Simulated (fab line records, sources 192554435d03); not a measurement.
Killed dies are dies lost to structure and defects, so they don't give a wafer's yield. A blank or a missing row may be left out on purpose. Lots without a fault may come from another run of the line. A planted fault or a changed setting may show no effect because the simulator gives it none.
Split-lot experiment | flow n5_finfet | 7 lots, 21 wafers read, on a route of 1938 steps

THE SPLIT
At N5_BEOL_M11_ETCH_41 (etches SiCN in CH3F/O2, target depth 42.6 nm, time 86 s), the setting time_s was moved away from the recipe's 86 s on 5 of the 21 wafers read, by -14.6% to +20.6%. The other wafers ran this setting at the recipe's value.

The reading is taken at the split's own step.

THE READING
etch.depth_nm (the simulator's own value, which no gauge read), in nm, at N5_BEOL_M11_ETCH_41 (etches SiCN in CH3F/O2, target depth 42.6 nm, time 86 s). The file gives no usual value for it. The 16 wafers here that ran the recipe average 32.41 nm, standard deviation 0.53 nm.

wafer  | tool, chamber at the split | time_s as run, s | against the recipe | etch.depth_nm, nm | against lot-mates on the recipe
L075.2 | rie_diel-02, 1             | 86               | recipe             | 32.42             | -
L075.4 | rie_diel-02, 2             | 86               | recipe             | 32.4              | -
L075.6 | rie_diel-02, 0             | 86               | recipe             | 32.79             | -
L078.1 | rie_diel-05, 3             | 75.81            | -11.8%             | 28.55             | -4.22
L078.4 | rie_diel-05, 0             | 75.81            | -11.8%             | 28.57             | -4.20
L078.6 | rie_diel-05, 0             | 86               | recipe             | 32.77             | -
L082.2 | rie_diel-02, 3             | 100.8            | +17.2%             | 36.74             | +4.59
L082.3 | rie_diel-02, 2             | 86               | recipe             | 32.19             | -
L082.6 | rie_diel-02, 2             | 86               | recipe             | 32.11             | -
L084.1 | rie_diel-05, 0             | 86               | recipe             | 32.81             | -
L084.2 | rie_diel-05, 1             | 86               | recipe             | 31.58             | -
L084.3 | rie_diel-05, 2             | 86               | recipe             | 31.33             | -
L087.4 | rie_diel-01, 3             | 86               | recipe             | 32.5              | -
L087.5 | rie_diel-01, 0             | 103.7            | +20.6%             | 38.25             | +5.90
L087.6 | rie_diel-01, 1             | 86               | recipe             | 32.2              | -
L093.2 | rie_diel-02, 2             | 86               | recipe             | 32.33             | -
L093.4 | rie_diel-02, 2             | 86               | recipe             | 32.03             | -
L093.5 | rie_diel-02, 1             | 86               | recipe             | 32.42             | -
L096.1 | rie_diel-02, 3             | 86               | recipe             | 33.21             | -
L096.4 | rie_diel-02, 2             | 73.48            | -14.6%             | 27.94             | -5.44
L096.5 | rie_diel-02, 0             | 86               | recipe             | 33.55             | -

THE FIT
A straight line over all 21 wafers: etch.depth_nm changes by +0.289 nm for each +1% of time_s; r = +0.98; the points scatter about the line by 0.53 nm.
The same after taking each lot's own level away (the mean of its wafers on the recipe; 21 wafers): +0.313 nm for each +1%; r = +0.99; scatter 0.41 nm.
On that fit, the largest move of time_s shifts the reading by 6.4 nm.
The lots' own levels span 31.907 to 33.380 nm, that is 2.8 times the standard deviation above.
So the lot-to-lot level changes the slope little: the two slopes agree.
Check: with one of the wafers moved furthest among these (+20.6%) left out of the fit, the line predicts +6.54 nm for it against its lot-mates. It came out at +5.9 nm against them.

OTHER SPLITS ON THESE WAFERS
These wafers also went through other splits before the reading. Each is held against what the fit with the lots' levels taken away leaves over:
other split on the same wafers | wafers away from the commonest value | r with etch.depth_nm (lot level and that fit taken away)
N5_BEOL_M11_COAT_05 spin_rpm   | 5                                    | +0.03
N5_BEOL_M11_VIA_ETCH_34 time_s | 7                                    | +0.05

THE FILE'S OWN FIT
etch.depth_nm changes by +0.307 nm for each +1% of time_s, r = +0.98.
